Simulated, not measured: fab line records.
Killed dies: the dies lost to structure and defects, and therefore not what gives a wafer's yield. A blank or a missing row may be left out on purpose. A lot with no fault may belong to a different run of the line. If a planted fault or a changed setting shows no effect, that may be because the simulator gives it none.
Which tool was responsible?	flow n5Finfet	Sampling: 23 lots, 69 wafers, 6 of 1938 route steps

## WHAT THE GAUGES READ, wafer by wafer
N5_BEOL_M3_CD_MEAS_28: target cd 25.7 nm, target cd y 23.3 nm. Usual: cdNm reads 25.76 nm (standard deviation 0.29).
lot	measured	on	cdNm (nm)	flag
L075	day 7 05:07	cdSem-03	25.52 25.83 25.88	
L076	day 7 16:08	cdSem-02	25.65 25.17 25.60	
L078	day 7 22:02	cdSem-03	25.44 25.21 25.78	
L077	day 7 22:56	cdSem-01	25.28 25.26 25.21	
L079	day 8 04:13	cdSem-02	25.93 25.95 25.78	
L080	day 8 06:39	cdSem-01	25.72 25.88 25.83	
L081	day 8 17:14	cdSem-02	25.45 25.65 25.78	
L082	day 8 18:23	cdSem-03	26.03 25.91 25.94	
L083	day 8 22:47	cdSem-03	26.26 26.01 25.88	
L084	day 9 06:31	cdSem-01	25.50 25.53 25.43	
L085	day 9 16:36	cdSem-02	25.83 25.45 26.00	
L086	day 10 00:20	cdSem-02	25.91 25.61 25.47	
L087	day 10 06:17	cdSem-03	26.01 25.79 25.70	
L088	day 10 09:47	cdSem-01	25.56 26.02 25.59	
L089	day 10 16:25	cdSem-02	25.65 25.67 25.83	
L090	day 10 22:48	cdSem-02	25.85 26.41 26.33	
L091	day 11 08:47	cdSem-02	25.02 25.36 25.68	
L092	day 11 11:55	cdSem-03	25.77 25.88 26.11	
L093	day 11 15:26	cdSem-01	25.69 26.02 26.13	
L094	day 12 00:03	cdSem-02	25.81 25.53 25.48	
L095	day 12 01:26	cdSem-03	25.91 25.65 26.23	
L096	day 12 08:42	cdSem-03	25.08 25.16 25.63	
L097	day 12 22:44	cdSem-03	26.10 26.04 26.29	

## TOOL THAT RAN EACH LOT (tool first, then ch and the chambers of the sampled wafers, then the start)
lot	N5_BEOL_M2_SPUTTER_90	N5_BEOL_M2_CMP_52	N5_BEOL_M3_ILD_DEP_00	N5_BEOL_M3_ETCH_64	N5_BEOL_M3_STRIP_66
L075	pvdSputter-01, day 7 00:21	cmp-02 ch 0,3, day 7 01:34	pecvd-02 ch 0,1,2, day 7 02:14	rieDiel-02 ch 2,3, day 7 04:19	rieDiel-02 ch 2,3, day 7 04:27
L076	pvdSputter-02, day 7 12:02	cmp-01 ch 0,1,3, day 7 13:20	pecvd-02 ch 1,2, day 7 13:55	rieDiel-06 ch 1,2,3, day 7 15:20	rieDiel-06 ch 1,2,3, day 7 15:28
L078	pvdSputter-01, day 7 16:31	cmp-03 ch 0,1,2, day 7 17:49	pecvd-01 ch 0,2, day 7 18:41	rieDiel-03 ch 0,2,3, day 7 21:16	rieDiel-03 ch 0,2,3, day 7 21:24
L077	pvdSputter-01, day 7 19:32	cmp-02 ch 0,3, day 7 20:43	pecvd-03 ch 0,1,2, day 7 21:19	rieDiel-03 ch 2,3, day 7 22:07	rieDiel-03 ch 2,3, day 7 22:14
L079	pvdSputter-01, day 7 23:20	cmp-02 ch 0,3, day 8 00:32	pecvd-03 ch 1,2, day 8 01:10	rieDiel-03 ch 1,3, day 8 03:32	rieDiel-03 ch 1,3, day 8 03:40
L080	pvdSputter-02, day 8 01:47	cmp-03 ch 0,1,2, day 8 02:56	pecvd-01 ch 0,1,2, day 8 03:37	rieDiel-02 ch 0,1, day 8 05:49	rieDiel-02 ch 0,1, day 8 05:56
L081	pvdSputter-03, day 8 13:52	cmp-01 ch 0,1, day 8 15:02	pecvd-02 ch 0,1,2, day 8 15:38	rieDiel-03 ch 1,2,3, day 8 16:25	rieDiel-03 ch 1,2,3, day 8 16:32
L082	pvdSputter-02, day 8 14:25	cmp-03 ch 0,1,2, day 8 15:44	pecvd-03 ch 0,2, day 8 16:20	rieDiel-06 ch 0,1,3, day 8 17:41	rieDiel-06 ch 0,1,3, day 8 17:49
L083	pvdSputter-03, day 8 17:35	cmp-03 ch 0,3, day 8 18:44	pecvd-03 ch 0,1,2, day 8 19:22	rieDiel-03 ch 1,2,3, day 8 21:55	rieDiel-03 ch 1,2,3, day 8 22:02
L084	pvdSputter-01, day 9 03:11	cmp-02 ch 1,2,3, day 9 04:25	pecvd-02 ch 0,1,2, day 9 04:58	rieDiel-06 ch 1,2,3, day 9 05:43	rieDiel-06 ch 1,2,3, day 9 05:50
L085	pvdSputter-03, day 9 12:23	cmp-03 ch 0,1,2, day 9 13:34	pecvd-03 ch 0,2, day 9 14:09	rieDiel-02 ch 2,3, day 9 15:48	rieDiel-02 ch 2,3, day 9 15:56
L086	pvdSputter-01, day 9 21:01	cmp-03 ch 1,2,3, day 9 22:14	pecvd-01 ch 0,1,2, day 9 22:49	rieDiel-02 ch 0,1,3, day 9 23:38	rieDiel-02 ch 0,1,3, day 9 23:46
L087	pvdSputter-01, day 10 00:52	cmp-02 ch 2,3, day 10 02:01	pecvd-03 ch 0,2, day 10 02:40	rieDiel-03 ch 1,2,3, day 10 05:36	rieDiel-03 ch 1,2,3, day 10 05:44
L088	pvdSputter-01, day 10 05:54	cmp-01 ch 1,2,3, day 10 07:08	pecvd-03 ch 0,2, day 10 07:40	rieDiel-06 ch 1,2,3, day 10 09:07	rieDiel-06 ch 1,2,3, day 10 09:15
L089	pvdSputter-01, day 10 09:49	cmp-02 ch 0,2,3, day 10 11:10	pecvd-03 ch 0,1,2, day 10 11:44	rieDiel-06 ch 1,2,3, day 10 15:34	rieDiel-06 ch 1,2,3, day 10 15:42
L090	pvdSputter-01, day 10 18:35	cmp-02 ch 0,1, day 10 19:44	pecvd-03 ch 1,2, day 10 20:21	rieDiel-06 ch 0,1,3, day 10 22:07	rieDiel-06 ch 0,1,3, day 10 22:14
L091	pvdSputter-02, day 11 04:52	cmp-02 ch 0,1,2, day 11 06:06	pecvd-03 ch 1,2, day 11 06:38	rieDiel-06 ch 1,3, day 11 08:07	rieDiel-06 ch 1,3, day 11 08:14
L092	pvdSputter-02, day 11 07:39	cmp-02 ch 0,2,3, day 11 08:48	pecvd-01 ch 0,1, day 11 09:25	rieDiel-02 ch 0,2,3, day 11 11:10	rieDiel-02 ch 0,2,3, day 11 11:18
L093	pvdSputter-01, day 11 10:38	cmp-02 ch 0,2,3, day 11 12:04	pecvd-03 ch 0,1,2, day 11 12:41	rieDiel-03 ch 1,2, day 11 14:46	rieDiel-03 ch 1,2, day 11 14:54
L094	pvdSputter-03, day 11 18:49	cmp-02 ch 2,3, day 11 19:59	pecvd-01 ch 0,1, day 11 20:39	rieDiel-06 ch 1,3, day 11 23:15	rieDiel-06 ch 1,3, day 11 23:22
L095	pvdSputter-01, day 11 21:31	cmp-03 ch 0,3, day 11 22:44	pecvd-03 ch 0,1,2, day 11 23:19	rieDiel-06 ch 0,1, day 12 00:40	rieDiel-06 ch 0,1, day 12 00:48
L096	pvdSputter-02, day 12 04:08	cmp-03 ch 0,2,3, day 12 05:25	pecvd-03 ch 0,1,2, day 12 05:56	rieDiel-06 ch 0,1,3, day 12 07:57	rieDiel-06 ch 0,1,3, day 12 08:02
L097	pvdSputter-01, day 12 17:14	cmp-02 ch 0,2, day 12 18:24	pecvd-01 ch 1,2, day 12 19:01	rieDiel-06 ch 0,1,3, day 12 21:56	rieDiel-06 ch 0,1,3, day 12 22:04
- N5_BEOL_M2_SPUTTER_90: material Cu, target thk 4.5 nm, time 8.29 s.
- N5_BEOL_M2_CMP_52: polishes, stops on SiOC, t overpolish 6.8 s, target thk 40 nm.
- N5_BEOL_M3_ILD_DEP_00: deposits SiOC from DEMS/O2, target thk 79 nm, time 15.3 s.
- N5_BEOL_M3_ETCH_64: etches SOC in N2/H2, target depth 75 nm, overetch 15 nm, time 112.5 s.
- N5_BEOL_M3_STRIP_66: strips in CF4.

## WHAT THE TOOLS THEMSELVES READ (means of the sampled wafers that have a number; where no wafer has one, the mark that the record gives instead)
N5_BEOL_M2_SPUTTER_90. Usual: chamberPressurePa 0.07001 Pa, standard deviation 0.00013; susceptorTempC -20.03 C, standard deviation 0.093; throttleValvePct 29.7 %, standard deviation 1.1.
lot	tool	chamberPressurePa (Pa)	susceptorTempC (C)	throttleValvePct (%)	flag
L075	pvdSputter-01	0.07001	-20.10	30.0	
L076	pvdSputter-02	0.07007	-20.00	29.7	
L078	pvdSputter-01	0.06990	-19.98	29.9	
L077	pvdSputter-01	0.06994	-20.02	30.1	
L079	pvdSputter-01	0.06983	-20.05	30.3	
L080	pvdSputter-02	0.06993	-20.04	30.3	
L081	pvdSputter-03	0.06997	-20.01	29.7	
L082	pvdSputter-02	0.06995	-20.07	29.6	
L083	pvdSputter-03	0.07012	-19.98	29.9	
L084	pvdSputter-01	0.07017	-20.01	28.9	
L085	pvdSputter-03	0.07008	-19.99	30.4	
L086	pvdSputter-01	0.07005	-19.97	31.3	
L087	pvdSputter-01	0.07006	-20.01	30.3	
L088	pvdSputter-01	0.06989	-20.04	29.2	
L089	pvdSputter-01	0.06997	-19.98	29.9	
L090	pvdSputter-01	0.07001	-19.98	29.0	
L091	pvdSputter-02	0.07007	-19.97	29.6	
L092	pvdSputter-02	0.07000	-20.03	30.0	
L093	pvdSputter-01	0.07002	-19.99	29.2	
L094	pvdSputter-03	0.06992	-20.05	29.3	
L095	pvdSputter-01	0.07001	-20.16	28.8	
L096	pvdSputter-02	0.07000	-20.04	29.4	
L097	pvdSputter-01	0.06997	-19.92	30.1	

N5_BEOL_M2_CMP_52. Usual: barrierFieldEndpointS 24.9 s, standard deviation 0.82; motorCurrentA 6.0 A, standard deviation 0.72; overpolishRunS 6.799 s, standard deviation 0.0085; timeToEndpointS 64 s, standard deviation 4.3.
lot	tool	barrierFieldEndpointS (s)	motorCurrentA (A)	overpolishRunS (s)	timeToEndpointS (s)	flag
L075	cmp-02	25.3	5.0	6.796	65	
L076	cmp-01	24.6	5.9	6.800	62	
L078	cmp-03	25.3	6.4	6.807	61	
L077	cmp-02	24.8	5.0	6.796	61	
L079	cmp-02	25.3	5.1	6.798	67	
L080	cmp-03	23.4	6.5	6.798	59	
L081	cmp-01	24.6	6.1	6.806	62	
L082	cmp-03	24.1	6.4	6.792	60	
L083	cmp-03	25.9	6.8	6.798	68	
L084	cmp-02	25.3	5.8	6.803	67	
L085	cmp-03	24.2	6.4	6.798	62	
L086	cmp-03	24.4	6.6	6.798	62	
L087	cmp-02	25.9	5.8	6.800	68	
L088	cmp-01	25.5	5.8	6.797	65	
L089	cmp-02	25.0	5.4	6.799	66	
L090	cmp-02	24.7	6.1	6.791	66	
L091	cmp-02	25.2	5.9	6.802	66	
L092	cmp-02	24.8	5.4	6.806	65	
L093	cmp-02	25.3	5.4	6.795	68	
L094	cmp-02	25.0	5.3	6.794	71	
L095	cmp-03	24.7	6.7	6.801	65	
L096	cmp-03	24.2	6.8	6.804	61	
L097	cmp-02	24.9	5.6	6.788	66	

N5_BEOL_M3_ILD_DEP_00. Usual: heaterPowerW 460 W, standard deviation 73; showerheadPlenumPTorr 5.693 Torr, standard deviation 0.014; susceptorTempC 350.04 C, standard deviation 0.22; throttleValvePct 12.3 %, standard deviation 0.47.
lot	tool	heaterPowerW (W)	showerheadPlenumPTorr (Torr)	susceptorTempC (C)	throttleValvePct (%)	flag
L075	pecvd-02	484	5.678	350.02	12.3	
L076	pecvd-02	482	5.689	349.83	12.5	
L078	pecvd-01	419	5.705	350.07	12.2	
L077	pecvd-03	465	5.691	349.99	12.3	
L079	pecvd-03	431	5.689	350.11	11.8	
L080	pecvd-01	453	5.692	350.12	12.4	
L081	pecvd-02	503	5.695	349.91	12.2	
L082	pecvd-03	415	5.707	350.22	12.4	
L083	pecvd-03	419	5.686	350.23	12.0	
L084	pecvd-02	537	5.683	350.18	12.3	
L085	pecvd-03	353	5.709	350.02	12.6	
L086	pecvd-01	478	5.691	349.89	12.4	
L087	pecvd-03	353	5.697	349.99	12.6	
L088	pecvd-03	392	5.702	349.96	12.1	
L089	pecvd-03	466	5.690	349.87	12.2	
L090	pecvd-03	489	5.689	350.06	12.0	
L091	pecvd-03	451	5.700	350.15	11.8	
L092	pecvd-01	480	5.697	350.11	12.6	
L093	pecvd-03	428	5.692	350.19	12.3	
L094	pecvd-01	544	5.705	350.01	12.5	
L095	pecvd-03	447	5.692	349.73	12.4	
L096	pecvd-03	448	5.697	349.95	12.3	
L097	pecvd-01	445	5.682	350.20	12.1	

N5_BEOL_M3_ETCH_64. Usual: biasW 150.0 W, standard deviation 0.5; drypumpMotorCurrentA 5.5 A, standard deviation 0.58; oesProductAu 0.61 a.u., standard deviation 0.057; rfVppV 523 V, standard deviation 3; showerheadPlenumPTorr 2.52 Torr, standard deviation 0.1; throttleValvePct 17.9 %, standard deviation 0.31.
lot	tool	biasW (W)	drypumpMotorCurrentA (A)	oesProductAu (a.u.)	rfVppV (V)	showerheadPlenumPTorr (Torr)	throttleValvePct (%)	flag
L075	rieDiel-02	150.1	5.8	0.63	524	2.51	17.8	
L076	rieDiel-06	150.6	5.0	0.62	525	2.57	17.8	
L078	rieDiel-03	150.0	5.9	0.60	522	2.50	17.8	
L077	rieDiel-03	150.2	6.1	0.60	521	2.43	17.8	
L079	rieDiel-03	149.4	6.0	0.61	523	2.51	17.7	
L080	rieDiel-02	150.3	5.6	0.58	520	2.40	18.2	
L081	rieDiel-03	150.4	5.6	0.64	523	2.53	17.7	
L082	rieDiel-06	150.0	5.5	0.62	524	2.54	17.8	
L083	rieDiel-03	149.7	5.6	0.64	524	2.53	17.7	
L084	rieDiel-06	150.3	4.9	0.61	525	2.57	17.8	
L085	rieDiel-02	149.7	5.9	0.73	524	2.56	17.6	
L086	rieDiel-02	149.8	5.7	0.63	522	2.49	18.0	
L087	rieDiel-03	149.9	5.5	0.63	523	2.52	17.7	
L088	rieDiel-06	150.3	4.9	0.60	525	2.56	17.8	
L089	rieDiel-06	150.1	4.9	0.60	525	2.56	17.8	
L090	rieDiel-06	149.6	5.5	0.61	524	2.54	17.9	
L091	rieDiel-06	150.0	5.2	0.62	526	2.61	17.6	
L092	rieDiel-02	149.4	5.8	0.65	521	2.47	17.9	
L093	rieDiel-03	150.1	5.1	0.66	526	2.62	17.7	
L094	rieDiel-06	149.6	5.0	0.62	525	2.57	17.7	
L095	rieDiel-06	150.1	6.0	0.58	523	2.48	18.1	
L096	rieDiel-06	150.1	5.5	0.60	524	2.53	17.9	
L097	rieDiel-06	149.9	5.5	0.60	524	2.53	17.9	

N5_BEOL_M3_STRIP_66. Usual: drypumpMotorCurrentA 5.5 A, standard deviation 0.58; oesProductAu 0.77 a.u., standard deviation 0.072; rfVppV 270.7 V, standard deviation 1.8; showerheadPlenumPTorr 1.78 Torr, standard deviation 0.071; throttleValvePct 13.71 %, standard deviation 0.29.
lot	tool	drypumpMotorCurrentA (A)	oesProductAu (a.u.)	rfVppV (V)	showerheadPlenumPTorr (Torr)	throttleValvePct (%)	flag
L075	rieDiel-02	5.8	0.79	271.3	1.77	13.53	
L076	rieDiel-06	5.0	0.77	272.1	1.83	13.67	
L078	rieDiel-03	5.9	0.75	269.8	1.77	13.66	
L077	rieDiel-03	6.1	0.75	269.5	1.72	13.70	
L079	rieDiel-03	6.0	0.76	270.4	1.78	13.61	
L080	rieDiel-02	5.6	0.72	268.0	1.71	13.94	
L081	rieDiel-03	5.5	0.81	271.3	1.78	13.53	
L082	rieDiel-06	5.5	0.77	271.5	1.80	13.77	
L083	rieDiel-03	5.6	0.81	271.3	1.78	13.53	
L084	rieDiel-06	4.9	0.77	270.6	1.82	13.69	
L085	rieDiel-02	5.9	0.91	271.2	1.79	13.26	
L086	rieDiel-02	5.7	0.79	270.4	1.75	13.72	
L087	rieDiel-03	5.6	0.79	271.1	1.78	13.56	
L088	rieDiel-06	4.9	0.76	271.8	1.82	13.71	
L089	rieDiel-06	5.0	0.75	271.2	1.82	13.72	
L090	rieDiel-06	5.5	0.75	271.2	1.80	13.79	
L091	rieDiel-06	5.2	0.78	272.3	1.86	13.58	
L092	rieDiel-02	5.8	0.82	269.4	1.74	13.54	
L093	rieDiel-03	5.1	0.83	271.9	1.83	13.40	
L094	rieDiel-06	4.9	0.78	272.2	1.83	13.63	
L095	rieDiel-06	5.9	0.72	269.2	1.78	14.01	
L096	rieDiel-06	5.5	0.75	270.3	1.80	13.83	
L097	rieDiel-06	5.5	0.74	270.8	1.79	13.84	

## THE ANSWER, worked out from the rows above alone
Rule: a lot counts as off when the mean over its wafers that have a number is more than 3 standard deviations away from the usual mean. Also off: a lot with no number at a reading for which 4 or more lots have one. Where the step has rows for the other lots, those lots are counted as sound. First the gauges in route order, then the tools' own readings, where a lot's mean is used as printed above. At the first step where some lot is off, the reading lying furthest off is the one used; lots without a number count as furthest.
No lot is off on any of the readings shown, so nothing can be concluded from this.

## WHAT THE SIMULATOR HAD PUT IN
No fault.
